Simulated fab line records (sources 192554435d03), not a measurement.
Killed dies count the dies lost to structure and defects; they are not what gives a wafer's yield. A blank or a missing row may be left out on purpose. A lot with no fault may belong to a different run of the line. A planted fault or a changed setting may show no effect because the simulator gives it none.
fab line records -- flow n5_finfet
record: lots: 10, wafers: 30, last_day: 18
route steps=1938 shown BEOL_M0@731 BEOL_M1@751 BEOL_M4@1111 PASSIVATION@1936
lots that met no fault: taken from a fault-free run of the same line
start_h: the number of hours between the record's first day and the start of the first shown wafer of the lot -- wait_h: hours elapsed since this lot's preceding step -- " as in the row above -- L1.1+2: one row covering several wafers at once -- - no value, or no start was given -- * or withheld: withheld -- < > ~ a bound
route shown NAME@n: names a module that has steps shown in the file, with the first one's number in the route -- usual: average and standard deviation across the fault-free wafers -- same: alike in all rows -- chamber/n: place in a boat -- sites: each site's reading -- _std_site: how widely they spread, as a standard deviation -- _edge_site: mean of outer sites minus mean of inner sites -- radius_mm: how far each site lies from the wafer's centre -- mask NAME#n: copy n -- behind: tool/chamber where the wafer was last shaped -- hold: why the lot went on hold/how many hours it stayed there/how the hold came to an end -- device: which transistor (n, p or np) failed to switch -- end of line: at the end of the route, the tests of the same wafers -- a step without rows: its recipe alone -- killed: count of dies lost to structure and defects at first sort (not the wafer's yield) -- map: shows each die of a wafer: x if killed, . if not, _ if none is there
set.NAME: the setting that was run; set.NAME@STEP: the one run at that earlier step -- model.NAME: the simulator's own value behind a step, which no gauge read
the route's steps for a sample of lots (tables are steps, rows are wafers)
services: a tool's chamber out of use, with start hour (start_h, from the record's first day; less than 0 if before it), hours out, and reason
== steps ==
step: N5_BEOL_M0_ALD_136
recipe: material: TaN, target_thk_a: *, temp_c: 275, ald_precursor_family: PDMAT, ald_co_reactant: NH3, pressure_torr: 3, carrier_flow_sccm: 1500, pulse_time_s: 2, purge_time_s: 3, co_reactant_purge_time_s: 2, co_reactant_pulse_time_s: 3, ald_cycles: 30, precursor_vessel_temp_c: 75, precursor_vessel_pressure_torr: 26.25, precursor_vessel_carrier_sccm: 1000
usual: heater_power_w: 422/42, precursor_vessel_pressure_torr: 26.26/0.052
lot.wafer,tool,chamber,start_h,wait_h,heater_power_w,precursor_vessel_pressure_torr
L472.4,ald_metal-01,3,121.11,0.0,382,26.27
L472.5,ald_metal-01,2,121.11,0.0,434,26.22
L472.6,ald_metal-01,1,121.11,0.0,478,26.29
L473.2,ald_metal-01,1,132.29,0.0,470,26.15
L473.3,ald_metal-01,0,132.29,0.0,442,26.22
L473.4,ald_metal-01,2,132.29,0.0,434,26.25
L480.2,ald_metal-02,2,169.84,0.0,402,26.25
L480.3,ald_metal-02,3,169.84,0.0,526,26.18
L480.6,ald_metal-02,1,169.84,0.0,359,26.26
L482.4,ald_metal-03,1,187.95,0.1,394,26.27
L482.5,ald_metal-03,3,187.95,0.1,410,26.28
L482.6,ald_metal-03,0,187.95,0.1,453,26.29
L483.3,ald_metal-02,1,194.37,0.0,371,26.28
L483.5,ald_metal-02,2,194.37,0.0,403,26.27
L483.6,ald_metal-02,1,194.37,0.0,371,26.26
L486.2,ald_metal-03,0,201.53,0.1,458,26.31
L486.3,ald_metal-03,1,201.53,0.1,390,26.25
L486.6,ald_metal-03,3,201.53,0.1,410,26.27
L485.1,ald_metal-01,0,213.28,0.0,447,26.25
L485.3,ald_metal-01,1,213.28,0.0,480,26.21
L485.4,ald_metal-01,1,213.28,0.0,476,26.22
L487.1,ald_metal-01,0,219.22,0.3,450,26.20
L487.2,ald_metal-01,1,219.22,0.3,470,26.22
L487.4,ald_metal-01,3,219.22,0.3,379,26.30
L489.1,ald_metal-03,0,220.84,0.1,455,26.26
L489.3,ald_metal-03,1,220.84,0.1,385,26.24
L489.6,ald_metal-03,0,220.84,0.1,458,26.30
L495.1,ald_metal-01,2,254.40,0.0,433,26.16
L495.2,ald_metal-01,3,254.40,0.0,382,26.16
L495.4,ald_metal-01,0,254.40,0.0,443,26.25
step: N5_BEOL_M0_SPUTTER_134
recipe: material: Cu, target_thk_a: 40, temp_c: -20, chamber_pressure_pa: 0.07, power_w: withheld, time_s: 7.37
usual: chamber_pressure_pa: 0.07002/0.00014, throttle_valve_pct: 30.1/1.1
lot.wafer,tool,chamber,start_h,wait_h,chamber_pressure_pa,throttle_valve_pct
L472.4,pvd_sputter-03,-,123.29,0.0,0.07011,30.8
L472.5,pvd_sputter-03,-,123.29,0.0,0.06997,30.7
L472.6,pvd_sputter-03,-,123.29,0.0,0.07013,28.8
L473.2,pvd_sputter-02,-,133.00,0.0,0.07013,31.8
L473.3,pvd_sputter-02,-,133.00,0.0,0.07012,30.7
L473.4,pvd_sputter-02,-,133.00,0.0,0.07011,31.7
L480.2,pvd_sputter-02,-,171.92,0.0,0.07018,29.9
L480.3,pvd_sputter-02,-,171.92,0.0,0.07024,31.4
L480.6,pvd_sputter-02,-,171.92,0.0,0.07008,31.3
L482.4,pvd_sputter-01,-,191.58,0.0,0.07037,28.0
L482.5,pvd_sputter-01,-,191.58,0.0,0.06994,30.7
L482.6,pvd_sputter-01,-,191.58,0.0,0.06998,27.7
L483.3,pvd_sputter-03,-,195.27,0.0,0.06996,29.3
L483.5,pvd_sputter-03,-,195.27,0.0,0.07002,29.3
L483.6,pvd_sputter-03,-,195.27,0.0,0.06995,28.9
L486.2,pvd_sputter-02,-,202.25,0.0,0.07007,29.7
L486.3,pvd_sputter-02,-,202.25,0.0,0.07012,31.7
L486.6,pvd_sputter-02,-,202.25,0.0,0.06994,29.7
L485.1,pvd_sputter-03,-,214.30,0.0,0.06986,30.8
L485.3,pvd_sputter-03,-,214.30,0.0,0.07026,28.3
L485.4,pvd_sputter-03,-,214.30,0.0,0.07005,29.3
L487.1,pvd_sputter-03,-,220.39,0.0,0.0701,30.7
L487.2,pvd_sputter-03,-,220.39,0.0,0.06989,29.2
L487.4,pvd_sputter-03,-,220.39,0.0,0.07006,28.7
L489.1,pvd_sputter-03,-,221.65,0.0,0.06994,28.9
L489.3,pvd_sputter-03,-,221.65,0.0,0.07025,29.1
L489.6,pvd_sputter-03,-,221.65,0.0,0.07008,30.8
L495.1,pvd_sputter-01,-,255.16,0.0,0.06987,30.9
L495.2,pvd_sputter-01,-,255.16,0.0,0.06988,30.1
L495.4,pvd_sputter-01,-,255.16,0.0,0.06987,27.7
step: N5_BEOL_M0_CO_CAP_123
recipe: material: Co, target_thk_a: 20, temp_c: 200, precursor: CCTBA/H2, pressure_torr: 30, time_s: 102.1
usual: chamber_pressure_Torr: 29.99/0.064, heater_power_outer_w: 114/12, heater_power_w: 222/18
lot.wafer,tool,chamber,start_h,wait_h,chamber_pressure_Torr,heater_power_outer_w,heater_power_w
L472.4,cvd_co-01,2,124.34,0.1,29.97,109,211
L472.5,cvd_co-01,0,124.34,0.1,29.93,110,224
L472.6,cvd_co-01,2,124.34,0.1,29.99,111,207
L473.2,cvd_co-01,2,134.00,0.0,29.96,108,207
L473.3,cvd_co-01,2,134.00,0.0,29.90,110,204
L473.4,cvd_co-01,0,134.00,0.0,29.98,112,220
L480.2,cvd_co-02,0,172.96,0.0,29.95,114,227
L480.3,cvd_co-02,1,172.96,0.0,30.03,126,233
L480.6,cvd_co-02,1,172.96,0.0,30.04,129,234
L482.4,cvd_co-02,0,192.61,0.0,30.07,112,229
L482.5,cvd_co-02,2,192.61,0.0,30.08,93,189
L482.6,cvd_co-02,1,192.61,0.0,30.08,123,236
L483.3,cvd_co-01,0,196.35,0.0,30.02,110,223
L483.5,cvd_co-01,0,196.35,0.0,29.93,114,222
L483.6,cvd_co-01,1,196.35,0.0,30.02,134,247
L486.2,cvd_co-02,2,203.24,0.0,-,-,-
L486.3,cvd_co-02,1,203.24,0.0,-,-,-
L486.6,cvd_co-02,1,203.24,0.0,-,-,-
L485.1,cvd_co-02,2,215.30,0.0,-,-,-
L485.3,cvd_co-02,1,215.30,0.0,-,-,-
L485.4,cvd_co-02,1,215.30,0.0,-,-,-
L487.1,cvd_co-01,0,221.54,0.0,29.91,113,231
L487.2,cvd_co-01,2,221.54,0.0,29.89,112,211
L487.4,cvd_co-01,2,221.54,0.0,29.92,110,203
L489.1,cvd_co-02,2,222.65,0.0,29.88,95,196
L489.3,cvd_co-02,0,222.65,0.0,29.97,115,229
L489.6,cvd_co-02,1,222.65,0.0,30.02,124,237
L495.1,cvd_co-01,2,256.32,0.0,30.03,111,206
L495.2,cvd_co-01,0,256.32,0.0,30.06,113,228
L495.4,cvd_co-01,2,256.32,0.0,30.09,110,211
step: N5_BEOL_M1_ILD_DEP_00
recipe: material: SiOC, target_thk_a: 790, temp_c: 350, precursor: DEMS/O2, pressure_torr: 5, rf_w: 500, time_s: 15.3
usual: heater_power_w: 499/58, showerhead_plenum_p_Torr: 5.693/0.013, throttle_valve_pct: 11.7/0.82
lot.wafer,tool,chamber,start_h,wait_h,heater_power_w,showerhead_plenum_p_Torr,throttle_valve_pct
L472.4,pecvd-04,1,124.61,0.1,562,5.697,11.9
L472.5,pecvd-04,0,124.61,0.1,451,5.696,11.8
L472.6,pecvd-04,2,124.61,0.1,610,5.708,12.4
L473.2,pecvd-03,2,134.28,0.0,503,5.690,10.7
L473.3,pecvd-03,0,134.28,0.0,454,5.710,13.1
L473.4,pecvd-03,2,134.28,0.0,503,5.690,10.5
L480.2,pecvd-02,0,173.24,0.0,485,5.696,11.5
L480.3,pecvd-02,1,173.24,0.0,536,5.692,11.8
L480.6,pecvd-02,2,173.24,0.0,410,5.672,11.4
L482.4,pecvd-03,2,192.84,0.1,507,5.691,11.0
L482.5,pecvd-03,1,192.84,0.1,580,5.681,11.5
L482.6,pecvd-03,0,192.84,0.1,481,5.707,13.8
L483.3,pecvd-04,1,196.60,0.0,556,5.710,11.5
L483.5,pecvd-04,0,196.60,0.0,523,5.693,11.5
L483.6,pecvd-04,2,196.60,0.0,545,5.715,12.6
L486.2,pecvd-02,2,203.50,0.0,363,5.680,11.3
L486.3,pecvd-02,1,203.50,0.0,528,5.687,12.0
L486.6,pecvd-02,2,203.50,0.0,375,5.672,11.1
L485.1,pecvd-04,0,215.56,0.0,503,5.702,11.8
L485.3,pecvd-04,0,215.56,0.0,522,5.706,11.7
L485.4,pecvd-04,1,215.56,0.0,621,5.723,11.6
L487.1,pecvd-04,0,221.79,0.0,477,5.679,11.9
L487.2,pecvd-04,1,221.79,0.0,595,5.706,11.8
L487.4,pecvd-04,0,221.79,0.0,475,5.698,11.6
L489.1,pecvd-02,2,222.92,0.0,410,5.686,11.1
L489.3,pecvd-02,0,222.92,0.0,549,5.689,11.4
L489.6,pecvd-02,0,222.92,0.0,448,5.703,11.4
L495.1,pecvd-02,2,256.58,0.0,449,5.678,11.4
L495.2,pecvd-02,0,256.58,0.0,480,5.708,11.3
L495.4,pecvd-02,1,256.58,0.0,467,5.691,11.9
step: N5_BEOL_M4_RC_MEAS_101
usual: DIBL_N: 36.1/1.7, DIBL_P: 35.9/2.1, IOFF_N: 0.154/0.029, IOFF_P: 0.21/0.035, ION_N: 673/10, ION_P: 463/7.5, SS_N: 71.6/0.59, SS_P: 73.2/0.69, VT_N: 250.5/2.9, VT_P: -250/3.2
lot.wafer,tool,chamber,start_h,wait_h,DIBL_N[mV/V],DIBL_P[mV/V],IOFF_N[nA/um],IOFF_P[nA/um],ION_N[uA/um],ION_P[uA/um],SS_N[mV/dec],SS_P[mV/dec],VT_N[mV],VT_P[mV]
L473.2,prober-01,0,173.08,0.2,39.6,38.2,0.231,0.30,687,465,71.7,74.2,244.0,-247
L473.3,prober-01,0,173.08,0.2,37.8,35.8,0.185,0.25,672,468,72.2,74.4,250.5,-246
L473.4,prober-01,0,173.08,0.2,38.2,36.4,0.194,0.26,683,464,72.5,73.7,248.7,-247
L472.4,prober-02,0,178.60,0.5,38.7,39.4,0.182,0.26,668,458,72.7,73.5,252.3,-247
L472.5,prober-02,0,178.60,0.5,37.7,37.9,0.165,0.24,662,454,72.7,73.6,253.9,-247
L472.6,prober-02,0,178.60,0.5,36.0,37.8,0.146,0.23,661,462,71.7,73.2,252.5,-249
L480.2,prober-02,0,228.15,0.2,37.4,37.2,0.176,0.23,692,477,72.4,74.2,247.8,-248
L480.3,prober-02,0,228.15,0.2,35.2,35.1,0.135,0.20,687,476,71.7,73.3,250.7,-252
L480.6,prober-02,0,228.15,0.2,34.7,34.6,0.126,0.18,679,466,72.3,72.6,253.0,-252
L482.4,prober-02,0,252.78,0.5,35.3,35.5,0.162,0.23,678,464,71.4,74.0,251.4,-245
L482.5,prober-02,0,252.78,0.5,35.3,35.3,0.161,0.23,677,464,70.8,73.5,250.4,-248
L482.6,prober-02,0,252.78,0.5,32.9,32.6,0.119,0.19,666,459,70.7,71.7,253.0,-247
L483.3,prober-02,0,255.97,0.3,33.6,33.4,0.137,0.19,669,463,71.1,73.1,251.4,-253
L483.5,prober-02,0,255.97,0.3,33.6,33.1,0.119,0.18,661,460,71.2,72.8,252.9,-253
L483.6,prober-02,0,255.97,0.3,34.8,33.9,0.134,0.18,667,459,70.8,73.3,253.3,-252
L486.2,prober-02,0,267.96,0.2,36.9,36.6,0.160,0.22,668,460,72.4,73.3,250.9,-250
L486.3,prober-02,0,267.96,0.2,36.1,36.0,0.148,0.20,674,460,71.6,73.1,252.0,-251
L486.6,prober-02,0,267.96,0.2,37.9,37.5,0.186,0.22,668,456,72.3,72.8,248.8,-253
L485.1,prober-01,0,268.87,0.0,35.6,35.8,0.148,0.21,668,462,71.5,73.6,250.8,-250
L485.3,prober-01,0,268.87,0.0,35.3,35.4,0.140,0.20,665,458,71.5,73.0,251.8,-250
L485.4,prober-01,0,268.87,0.0,36.7,36.4,0.151,0.20,661,454,72.3,72.6,250.6,-250
L489.1,prober-01,0,275.23,0.0,38.0,37.8,0.192,0.24,691,469,72.7,73.1,248.7,-248
L489.3,prober-01,0,275.23,0.0,35.1,33.7,0.117,0.17,650,449,71.3,72.9,255.1,-254
L489.6,prober-01,0,275.23,0.0,38.2,37.4,0.187,0.22,687,468,72.1,73.4,246.8,-250
L487.1,prober-01,0,279.59,0.0,35.5,36.0,0.133,0.21,670,466,71.0,73.6,254.2,-249
L487.2,prober-01,0,279.59,0.0,35.6,37.0,0.142,0.23,665,469,70.6,73.3,249.0,-248
L487.4,prober-01,0,279.59,0.0,34.0,34.9,0.113,0.19,665,466,71.3,72.9,253.2,-248
L495.1,prober-02,0,322.26,0.1,36.6,33.7,0.141,0.17,670,458,71.2,73.6,252.5,-254
L495.2,prober-02,0,322.26,0.1,36.2,33.5,0.131,0.17,669,457,70.7,72.3,253.5,-254
L495.4,prober-02,0,322.26,0.1,38.7,37.3,0.171,0.21,675,456,71.6,73.7,247.2,-250
step: N5_PASSIVATION_PROBE_49
usual: defect_limited_yield: 91.3/1.4, killed_at_M0_to_M3: 34/9.2, killed_at_M4_up: 13/5.3, killed_at_contacts: 12/6, killed_at_front_end: 39/12, killed_at_other: 4/3.3, killed_dies: 102/17, killed_open: 67/12, killed_short: 34/7.4, sort_bin_5_function: 5.1/1, sort_bin_6_memory: 3.2/0.6, sort_n_pass: 1078/17, sort_yield_pct: 91.3/1.4
same: gross_dies: 1180, killed_at_back_side: 0, sort_bin_4_leakage[%]: 0, sort_bin_8_speed[%]: 0
lot.wafer,tool,chamber,start_h,wait_h,defect_limited_yield[%],killed_at_M0_to_M3,killed_at_M4_up,killed_at_contacts,killed_at_front_end,killed_at_other,killed_dies,killed_open,killed_short,sort_bin_5_function[%],sort_bin_6_memory[%],sort_n_pass,sort_yield_pct[%]
L483.6,prober-01,-,362.40,0.3,89.5,45,13,11,48,7,124,81,40,5.7,4.5,1056,89.5
killed by level:class
L483.6 BEOL_M1:geometric_particle:open=17 FIN_SAQP:geometric_particle:short=10 FIN_SAQP:geometric_particle:open=10 GATE_CUT:geometric_particle:open=8 BEOL_M0_SAQP:geometric_particle:open=8 BEOL_M4:geometric_particle:open=7 MOL_CONTACT_COAG:geometric_particle:open=6 MOL_CONTACT_COAG:geometric_particle:short=5
== services ==
tool,chamber,start_h,hours,kind
ald_metal-02,1,98.15,3.3,repair
cvd_co-01,1,114.67,-,clean
cvd_co-01,1,114.67,22.0,scheduled_down
cvd_co-01,1,114.67,22.0,vent_cycle
pecvd-04,1,126.33,5.5,scheduled_down
ald_metal-02,1,130.76,12.6,repair
pecvd-03,-,136.01,2.8,pm
cvd_co-02,0,136.22,2.3,repair
pecvd-02,-,144.95,2.8,pm
cvd_co-02,-,154.28,1.4,repair
cvd_co-02,-,155.69,6.9,pm
pecvd-02,1,161.14,2.1,scheduled_down
ald_metal-01,-,175.20,14.6,pm
cvd_co-02,-,178.38,0.4,repair
pecvd-04,0,181.95,2.0,repair
pvd_sputter-01,-,182.92,8.3,repair
pecvd-04,-,188.59,2.2,repair
pecvd-04,2,202.38,-,clean
pecvd-04,2,202.38,-,consumable_replace:showerhead
pecvd-04,-,205.00,0.8,repair
ald_metal-01,2,209.33,5.6,repair
cvd_co-02,0,248.61,5.7,repair
cvd_co-01,-,250.17,1.0,repair
ald_metal-01,-,255.14,8.7,pm
== key ==
first_sign: step: N5_BEOL_M0_CO_CAP_123, reading: tool_record, direction: missing
effect none on later readings
met_at N5_BEOL_M0_CO_CAP_123
struck_lots L485,L486
not_acting_at N5_BEOL_M0_ALD_136,N5_BEOL_M0_SPUTTER_134,N5_BEOL_M1_ILD_DEP_00
onset_between 192.61 203.24
fault: kind: skipped_step_whole, tool: cvd_co-02, chamber: -, onset_h: 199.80, steps: N5_BEOL_M0_CO_CAP_123, scope: struck_lots_only
